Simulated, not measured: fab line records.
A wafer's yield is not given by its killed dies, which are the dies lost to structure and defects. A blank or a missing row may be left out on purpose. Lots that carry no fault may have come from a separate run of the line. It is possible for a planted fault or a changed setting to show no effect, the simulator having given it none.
fab line records -- flow n5-finfet
record: lots: 11, wafers: 31, last-day: 17
route steps=1938 shown BEOL_M1@827 BEOL_M2@844 BEOL_M4@1111 PASSIVATION@1936
lots that met no fault: from a run of the same line without faults
start-h: hours from the record's opening day to when the first of the lot's shown wafers began -- wait-h: how many hours have passed since the lot's step before this one -- " unchanged from the row above -- L1.1+2: a row that stands for several wafers -- - no value present, or no start provided -- * or withheld: withheld -- < > ~ a bound
route shown NAME@n: names a module that has steps shown in the file, with the first one's number in the route -- usual: mean/standard deviation taken from wafers without a fault -- same: alike in all rows -- chamber/n: place in a boat -- sites: readings site by site -- _std_site: how widely they spread, as a standard deviation -- _edge_site: the outer-site mean with the inner-site mean subtracted -- radius-mm: for every site, how far away it sits from the centre of the wafer -- mask NAME#n: copy n -- behind: tool/chamber where the wafer was last shaped -- hold: cause of the lot's hold/its duration in hours/its outcome -- device: the transistor (n, p or np) that didn't switch -- end of line: tests run on the same wafers once the route is complete -- a step with no rows: only its recipe -- killed: dies lost to structure and defects at the first sort, not the wafer's yield -- map: a wafer's dies, x killed, . not, _ none there
set.NAME: the setting the step ran with; set.NAME@STEP: the setting that earlier step ran with -- model.NAME: the simulator's own value behind a step, which no gauge read
one table for each step of the route and one row for each wafer, over a sample of lots
services: the hour from which a tool's chamber was out of use, counted from the record's first day as start-h (under 0 if before that day), plus the number of hours and why
== steps ==
step: N5_BEOL_M1_ANNEAL_93
recipe: temp-c: 400, time-s: 240, ambient: vacuum
usual: heater-power-w: 821/63
same: time-s: 240
lot.wafer,tool,chamber,start-h,wait-h,heater-power-w
L716.2,pvd-sputter-03,-,129.12,0.0,819
L716.3,pvd-sputter-03,-,129.12,0.0,722
L716.5,pvd-sputter-03,-,129.12,0.0,789
L717.1,pvd-sputter-01,-,136.98,0.0,785
L717.4,pvd-sputter-01,-,136.98,0.0,780
L717.5,pvd-sputter-01,-,136.98,0.0,965
L718.2,pvd-sputter-01,-,148.24,0.0,949
L718.3,pvd-sputter-01,-,148.24,0.0,774
L718.6,pvd-sputter-01,-,148.24,0.0,853
L722.3,pvd-sputter-02,-,173.21,0.0,815
L722.5,pvd-sputter-02,-,173.21,0.0,782
L722.6,pvd-sputter-02,-,173.21,0.0,826
L725.3,pvd-sputter-03,-,181.57,0.0,804
L725.5,pvd-sputter-03,-,181.57,0.0,833
L731.2,pvd-sputter-02,-,223.04,0.0,801
L731.3,pvd-sputter-02,-,223.04,0.0,856
L731.5,pvd-sputter-02,-,223.04,0.0,823
L734.4,pvd-sputter-03,-,245.38,0.0,860
L734.5,pvd-sputter-03,-,245.38,0.0,841
L734.6,pvd-sputter-03,-,245.38,0.0,721
L736.1,pvd-sputter-01,-,254.91,0.0,975
L736.4,pvd-sputter-01,-,254.91,0.0,788
L736.6,pvd-sputter-01,-,254.91,0.0,957
L737.4,pvd-sputter-03,-,258.08,0.0,830
L737.6,pvd-sputter-03,-,258.08,0.0,715
L738.1,pvd-sputter-01,-,263.56,0.0,792
L738.2,pvd-sputter-01,-,263.56,0.0,949
L738.3,pvd-sputter-01,-,263.56,0.0,877
L739.2,pvd-sputter-01,-,271.53,0.0,869
L739.3,pvd-sputter-01,-,271.53,0.0,785
L739.4,pvd-sputter-01,-,271.53,0.0,795
step: N5_BEOL_M1_INSPECT_59
recipe: inspect-instrument: darkfield, mode: post-dep
usual: raw-defect-count: 73/21
lot.wafer,tool,chamber,start-h,wait-h,raw-defect-count
L716.2,defect-inspect-02,-,130.61,0.0,81
L716.3,defect-inspect-02,-,130.61,0.0,63
L716.5,defect-inspect-02,-,130.61,0.0,97
L717.1,defect-inspect-02,-,138.41,0.0,67
L717.4,defect-inspect-02,-,138.41,0.0,58
L717.5,defect-inspect-02,-,138.41,0.0,70
L718.2,defect-inspect-02,-,149.76,0.0,103
L718.3,defect-inspect-02,-,149.76,0.0,67
L718.6,defect-inspect-02,-,149.76,0.0,58
L722.3,defect-inspect-01,-,174.81,0.0,80
L722.5,defect-inspect-01,-,174.81,0.0,86
L722.6,defect-inspect-01,-,174.81,0.0,130
L725.3,defect-inspect-01,-,183.01,0.0,76
L725.5,defect-inspect-01,-,183.01,0.0,86
L731.2,defect-inspect-01,-,224.48,0.0,54
L731.3,defect-inspect-01,-,224.48,0.0,83
L731.5,defect-inspect-01,-,224.48,0.0,70
L734.4,defect-inspect-01,-,246.95,0.0,50
L734.5,defect-inspect-01,-,246.95,0.0,60
L734.6,defect-inspect-01,-,246.95,0.0,65
L736.1,defect-inspect-01,-,256.34,0.0,75
L736.4,defect-inspect-01,-,256.34,0.0,85
L736.6,defect-inspect-01,-,256.34,0.0,73
L737.4,defect-inspect-02,-,259.52,0.0,42
L737.6,defect-inspect-02,-,259.52,0.0,87
L738.1,defect-inspect-01,-,265.32,0.0,85
L738.2,defect-inspect-01,-,265.32,0.0,105
L738.3,defect-inspect-01,-,265.32,0.0,123
L739.2,defect-inspect-02,-,273.24,0.0,62
L739.3,defect-inspect-02,-,273.24,0.0,37
L739.4,defect-inspect-02,-,273.24,0.0,75
step: N5_BEOL_M2_HM_DEP_02
recipe: material: TiN, target-thk-a: 200, temp-c: 25, chamber-pressure-pa: 0.49996
usual: throttle-valve-pct: 30.4/1
lot.wafer,tool,chamber,start-h,wait-h,throttle-valve-pct
L716.2,pvd-sputter-01,-,131.80,1.0,28.9
L716.3,pvd-sputter-01,-,131.80,1.0,31.4
L716.5,pvd-sputter-01,-,131.80,1.0,28.9
L717.1,pvd-sputter-01,-,140.74,2.2,31.0
L717.4,pvd-sputter-01,-,140.74,2.2,28.0
L717.5,pvd-sputter-01,-,140.74,2.2,29.3
L718.2,pvd-sputter-03,-,151.37,1.4,30.4
L718.3,pvd-sputter-03,-,151.37,1.4,30.1
L718.6,pvd-sputter-03,-,151.37,1.4,30.4
L722.3,pvd-sputter-03,-,176.53,1.6,30.4
L722.5,pvd-sputter-03,-,176.53,1.6,30.4
L722.6,pvd-sputter-03,-,176.53,1.6,30.2
L725.3,pvd-sputter-01,-,186.70,3.5,31.7
L725.5,pvd-sputter-01,-,186.70,3.5,31.2
L731.2,pvd-sputter-02,-,226.47,1.8,30.4
L731.3,pvd-sputter-02,-,226.47,1.8,30.5
L731.5,pvd-sputter-02,-,226.47,1.8,30.6
L734.4,pvd-sputter-02,-,247.75,0.6,30.1
L734.5,pvd-sputter-02,-,247.75,0.6,30.6
L734.6,pvd-sputter-02,-,247.75,0.6,30.0
L736.1,pvd-sputter-03,-,258.52,2.0,30.4
L736.4,pvd-sputter-03,-,258.52,2.0,30.3
L736.6,pvd-sputter-03,-,258.52,2.0,30.4
L737.4,pvd-sputter-02,-,260.25,0.6,30.8
L737.6,pvd-sputter-02,-,260.25,0.6,30.3
L738.1,pvd-sputter-01,-,267.63,2.1,29.0
L738.2,pvd-sputter-01,-,267.63,2.1,31.4
L738.3,pvd-sputter-01,-,267.63,2.1,28.1
L739.2,pvd-sputter-01,-,277.06,3.6,29.0
L739.3,pvd-sputter-01,-,277.06,3.6,28.2
L739.4,pvd-sputter-01,-,277.06,3.6,31.5
step: N5_BEOL_M2_COAT_61
recipe: resist: SOC, temp-c: 250, time-s: 60, spin-rpm: 1500, resist-thk-nm: 60
usual: dispense-pressure-kPa: 49.8/1.5, heater-power-total-W: 500.7/1.8, run-length-s: 65.97/0.16
lot.wafer,tool,chamber,start-h,wait-h,dispense-pressure-kPa,heater-power-total-W,run-length-s
L716.2,litho-track-05,0,131.93,0.1,49.9,499.5,66.17
L716.3,litho-track-05,0,131.93,0.1,49.9,502.7,65.95
L716.5,litho-track-05,0,131.93,0.1,49.9,499.5,65.93
L717.1,litho-track-05,0,140.86,0.1,49.9,502.7,66.10
L717.4,litho-track-05,0,140.86,0.1,49.9,501.0,66.02
L717.5,litho-track-05,0,140.86,0.1,49.9,502.4,66.13
L718.2,litho-track-03,0,151.50,0.1,51.1,500.2,65.84
L718.3,litho-track-03,0,151.50,0.1,51.2,501.4,65.94
L718.6,litho-track-03,0,151.50,0.1,51.2,502.5,65.88
L722.3,litho-track-05,0,176.66,0.1,49.9,695.8,41.19
L722.5,litho-track-05,0,176.66,0.1,49.9,689.7,41.32
L722.6,litho-track-05,0,176.66,0.1,49.9,497.7,66.05
L725.3,litho-track-05,0,186.83,0.1,50.0,691.0,41.06
L725.5,litho-track-05,0,186.83,0.1,50.0,688.8,41.10
L731.2,litho-track-04,0,226.60,0.1,46.7,502.5,66.23
L731.3,litho-track-04,0,226.60,0.1,46.7,499.5,66.13
L731.5,litho-track-04,0,226.60,0.1,46.7,503.1,66.02
L734.4,litho-track-03,0,247.88,0.1,51.2,502.7,65.73
L734.5,litho-track-03,0,247.88,0.1,51.2,498.6,65.95
L734.6,litho-track-03,0,247.88,0.1,51.2,500.9,65.69
L736.1,litho-track-03,0,258.65,0.1,51.2,498.6,65.90
L736.4,litho-track-03,0,258.65,0.1,51.2,501.3,66.00
L736.6,litho-track-03,0,258.65,0.1,51.2,503.2,66.16
L737.4,litho-track-04,0,260.37,0.1,46.7,503.2,66.15
L737.6,litho-track-04,0,260.37,0.1,46.7,499.9,66.08
L738.1,litho-track-03,0,267.75,0.1,51.1,501.6,65.82
L738.2,litho-track-03,0,267.75,0.1,51.1,497.5,65.98
L738.3,litho-track-03,0,267.75,0.1,51.1,498.4,65.91
L739.2,litho-track-04,0,277.19,0.1,46.6,497.7,66.04
L739.3,litho-track-04,0,277.19,0.1,46.7,502.5,66.39
L739.4,litho-track-04,0,277.19,0.1,46.7,501.1,66.08
step: N5_BEOL_M4_RC_MEAS_101
usual: DIBL_N: 37.2/2.3, DIBL_P: 37.5/2.9, IOFF_N: 0.19/0.053, IOFF_P: 0.23/0.059, ION_N: 679/16, ION_P: 462/10, SS_N: 71.9/0.78, SS_P: 73.7/0.88, VT_N: 248/4.6, VT_P: -250/4.5
lot.wafer,tool,chamber,start-h,wait-h,DIBL_N[mV/V],DIBL_P[mV/V],IOFF_N[nA/um],IOFF_P[nA/um],ION_N[uA/um],ION_P[uA/um],SS_N[mV/dec],SS_P[mV/dec],VT_N[mV],VT_P[mV]
L716.2,prober-02,0,161.88,0.2,39.2,40.8,0.22,0.29,677,465,72.4,74.5,245,-247
L716.3,prober-02,0,161.88,0.2,38.9,39.4,0.22,0.26,699,474,71.9,74.0,244,-247
L716.5,prober-02,0,161.88,0.2,34.8,33.5,0.13,0.17,669,454,71.2,72.8,252,-254
L717.1,prober-02,0,173.05,0.0,39.2,39.1,0.22,0.27,693,471,71.5,73.8,245,-248
L717.4,prober-02,0,173.05,0.0,38.4,37.6,0.19,0.23,680,463,71.6,74.2,244,-247
L717.5,prober-02,0,173.05,0.0,38.4,37.0,0.20,0.23,683,461,71.5,72.9,247,-249
L718.2,prober-01,0,187.61,0.2,37.6,40.1,0.21,0.30,692,479,71.3,75.0,247,-245
L718.3,prober-01,0,187.61,0.2,37.8,38.3,0.19,0.24,677,461,71.9,74.0,250,-246
L718.6,prober-01,0,187.61,0.2,34.6,34.0,0.14,0.18,670,460,71.8,73.0,252,-251
L722.3,prober-01,0,219.83,0.3,35.9,37.3,0.16,0.22,676,468,71.7,73.5,249,-249
L722.5,prober-01,0,219.83,0.3,37.1,38.0,0.19,0.23,689,472,71.9,73.2,247,-249
L722.6,prober-01,0,219.83,0.3,35.4,35.9,0.15,0.20,676,462,71.4,73.1,247,-249
L725.3,prober-02,0,224.76,0.3,36.1,32.9,0.13,0.15,652,448,71.3,72.6,255,-255
L725.5,prober-02,0,224.76,0.3,40.3,39.3,0.20,0.23,679,458,72.4,74.8,251,-252
L731.2,prober-01,0,258.39,0.2,38.7,38.5,0.18,0.20,675,450,71.5,74.2,246,-254
L731.3,prober-01,0,258.39,0.2,35.6,34.6,0.12,0.15,660,443,71.3,73.1,253,-257
L731.5,prober-01,0,258.39,0.2,36.0,34.6,0.13,0.15,649,437,71.1,72.3,255,-257
L734.4,prober-02,0,278.96,0.5,33.1,33.4,0.12,0.14,661,448,70.7,72.4,259,-257
L734.5,prober-02,0,278.96,0.5,35.5,35.2,0.14,0.16,672,445,71.6,73.7,254,-256
L734.6,prober-02,0,278.96,0.5,36.9,38.1,0.19,0.21,674,453,72.0,74.4,250,-250
L737.4,prober-01,0,284.32,0.5,39.8,40.8,0.24,0.26,694,463,72.2,74.5,243,-248
L737.6,prober-01,0,284.32,0.5,38.2,39.4,0.21,0.25,707,470,71.9,74.5,244,-248
L736.1,prober-02,0,297.65,0.0,37.6,37.5,0.18,0.22,697,470,71.8,74.3,248,-249
L736.4,prober-02,0,297.65,0.0,40.7,40.1,0.26,0.26,693,460,73.1,74.2,243,-246
L736.6,prober-02,0,297.65,0.0,37.9,36.5,0.19,0.22,680,462,70.9,73.6,247,-251
L738.1,prober-01,0,300.42,0.0,35.2,33.9,0.15,0.21,666,458,71.1,72.1,247,-247
L738.2,prober-01,0,300.42,0.0,37.5,35.4,0.18,0.23,681,467,72.5,73.7,248,-245
L738.3,prober-01,0,300.42,0.0,36.4,34.4,0.15,0.21,671,460,71.1,72.7,250,-246
L739.2,prober-02,0,301.34,0.2,37.1,37.6,0.20,0.27,686,470,71.1,74.1,247,-247
L739.3,prober-02,0,301.34,0.2,39.9,41.4,0.27,0.34,697,477,71.9,74.1,242,-244
L739.4,prober-02,0,301.34,0.2,38.7,39.2,0.23,0.29,688,467,72.2,73.7,246,-245
step: N5_PASSIVATION_PROBE_49
usual: defect-limited-yield: 91.4/1.5, killed_at_M0_to_M3: 34/9.7, killed_at_M4_up: 14/5.7, killed-at-contacts: 12/5.9, killed-at-front-end: 37/10, killed-at-other: 5/4.7, killed-dies: 102/18, killed-open: 65/12, killed-short: 34/8.8, sort_bin_4_leakage: 0.03/0.14, sort_bin_5_function: 5.0/0.96, sort_bin_6_memory: 3.3/0.7, sort_bin_8_speed: 0.03/0.19, sort-n-pass: 1077/18, sort-yield-pct: 91.3/1.5
same: gross-dies: 1180, killed-at-back-side: 0
lot.wafer,tool,chamber,start-h,wait-h,defect-limited-yield[%],killed_at_M0_to_M3,killed_at_M4_up,killed-at-contacts,killed-at-front-end,killed-at-other,killed-dies,killed-open,killed-short,sort_bin_4_leakage[%],sort_bin_5_function[%],sort_bin_6_memory[%],sort_bin_8_speed[%],sort-n-pass,sort-yield-pct[%]
L716.2,prober-01,-,265.50,0.1,90.3,30,17,7,36,25,115,80,34,0,6.5,2.7,0,1065,90.3
L716.3,prober-01,-,265.55,0.1,92.1,30,16,8,29,10,93,57,35,0,3.9,3.6,0,1087,92.1
L716.5,prober-01,-,265.65,0.2,90.1,41,13,9,45,9,117,91,26,0,5.8,3.8,0,1063,90.1
L737.4,prober-01,-,387.97,0.2,93.9,20,15,15,22,0,72,49,19,0,3.7,2.3,0,1108,93.9
L737.6,prober-01,-,388.07,0.3,92.8,39,13,10,23,0,85,51,31,0,4.4,2.3,0,1095,92.8
L738.1,prober-01,-,401.29,0.0,91.8,36,15,14,28,4,97,64,30,0,5.2,2.6,0,1083,91.8
L738.2,prober-01,-,401.34,0.1,92.2,29,9,10,35,9,92,53,30,0,5.3,1.9,0,1088,92.2
L738.3,prober-01,-,401.39,0.1,92.8,29,7,10,36,3,85,37,41,0,3.9,2.6,0,1095,92.8
killed by level:class
L716.2 BEOL_M3:geometric-particle:open=13 STI_FIN_REVEAL:geometric-particle:open=10 MIM_TOP_ETCH:geometric-particle:open=10 BEOL_M4:geometric-particle:open=9 GATE_CUT:geometric-particle:short=6 MOL_CONTACT_COAG:geometric-particle:open=6 PAD_METAL:geometric-particle:open=5 STARTING-WAFER:geometric-particle:open=5
L716.3 BEOL_M3:geometric-particle:open=10 DUMMY_GATE:geometric-particle:open=5 MOL_CONTACT_COAG:geometric-particle:short=5 BEOL_M4:geometric-particle:open=5 STI_FIN_REVEAL:geometric-particle:open=4 BEOL_M0_SAQP:geometric-particle:short=4 BEOL_M0_SAQP:geometric-particle:open=4 BEOL_M1:geometric-particle:open=4
L716.5 STI_FIN_REVEAL:geometric-particle:open=13 BEOL_M0_SAQP:geometric-particle:open=11 BEOL_M3:geometric-particle:open=10 DUMMY_GATE:geometric-particle:open=8 FIN_SAQP:geometric-particle:open=6 BEOL_M4:geometric-particle:open=6 MOL_CONTACT_COAG:geometric-particle:open=6 BEOL_M1:geometric-particle:open=6
L737.4 MOL_CONTACT_COAG:geometric-particle:open=13 BEOL_M0_SAQP:geometric-particle:short=8 FIN_SAQP:geometric-particle:open=7 STI_FIN_REVEAL:geometric-particle:open=4 BEOL_M4:geometric-particle:open=4 BEOL_M0_SAQP:geometric-particle:open=4 BEOL_M5:geometric-particle:open=4 GATE_CUT:geometric-particle:short=3
L737.6 BEOL_M0_SAQP:geometric-particle:short=13 BEOL_M0_SAQP:geometric-particle:open=9 MOL_CONTACT_COAG:geometric-particle:open=8 STI_FIN_REVEAL:geometric-particle:open=7 GATE_CUT:geometric-particle:short=7 BEOL_M3:geometric-particle:open=6 BEOL_M0:geometric-particle:open=4 DUMMY_GATE:geometric-particle:open=3
L738.1 FIN_SAQP:geometric-particle:open=11 MOL_CONTACT_COAG:geometric-particle:open=11 BEOL_M0_SAQP:geometric-particle:open=10 BEOL_M0_SAQP:geometric-particle:short=10 BEOL_M2:geometric-particle:open=4 BEOL_M7:geometric-particle:open=4 FIN_SAQP:geometric-particle:short=3 BEOL_M3:geometric-particle:open=3
L738.2 BEOL_M0_SAQP:geometric-particle:open=8 FIN_SAQP:geometric-particle:open=6 MOL_CONTACT_COAG:geometric-particle:open=6 BEOL_M2:geometric-particle:open=6 MIM_TOP_ETCH:geometric-particle:short=5 BEOL_M0_SAQP:geometric-particle:short=5 FIN_SAQP:geometric-particle:short=4 STI_FIN_REVEAL:geometric-particle:open=4
L738.3 BEOL_M0_SAQP:geometric-particle:short=14 FIN_SAQP:geometric-particle:short=11 FIN_SAQP:geometric-particle:open=8 STI_FIN_REVEAL:geometric-particle:open=7 MOL_CONTACT_COAG:geometric-particle:open=6 BEOL_M0_SAQP:geometric-particle:open=5 GATE_CUT:geometric-particle:short=3 BEOL_M1:geometric-particle:open=3
== services ==
tool,chamber,start-h,hours,kind
pvd-sputter-02,-,113.35,0.5,repair
litho-track-03,-,162.21,-,consumable-replace:filter
litho-track-05,-,199.08,-,consumable-replace:filter
== key ==
first-sign: step: N5_BEOL_M2_COAT_61, reading: run-length-s, direction: down, sigmas: 99+, usual: *, struck: *
effect: step: N5_BEOL_M2_COAT_61, reading: heater-power-total-W, direction: up, sigmas: 99+, usual: *, struck: *
met-at N5_BEOL_M2_COAT_61
struck-lots L722,L725
struck-wafers L722.3,L722.5,L725.3,L725.5
not-acting-at N5_BEOL_M1_ANNEAL_93,N5_BEOL_M1_INSPECT_59,N5_BEOL_M2_HM_DEP_02
onset-between 140.86 176.66
fault: kind: process-parameter-drift, tool: litho-track-05, chamber: -, onset-h: 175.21, steps: N5_BEOL_M2_COAT_61, channel: time-s, offset: *, shape: step, end-h: 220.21, scope: struck-wafers-only, acts-in: *, stated: *
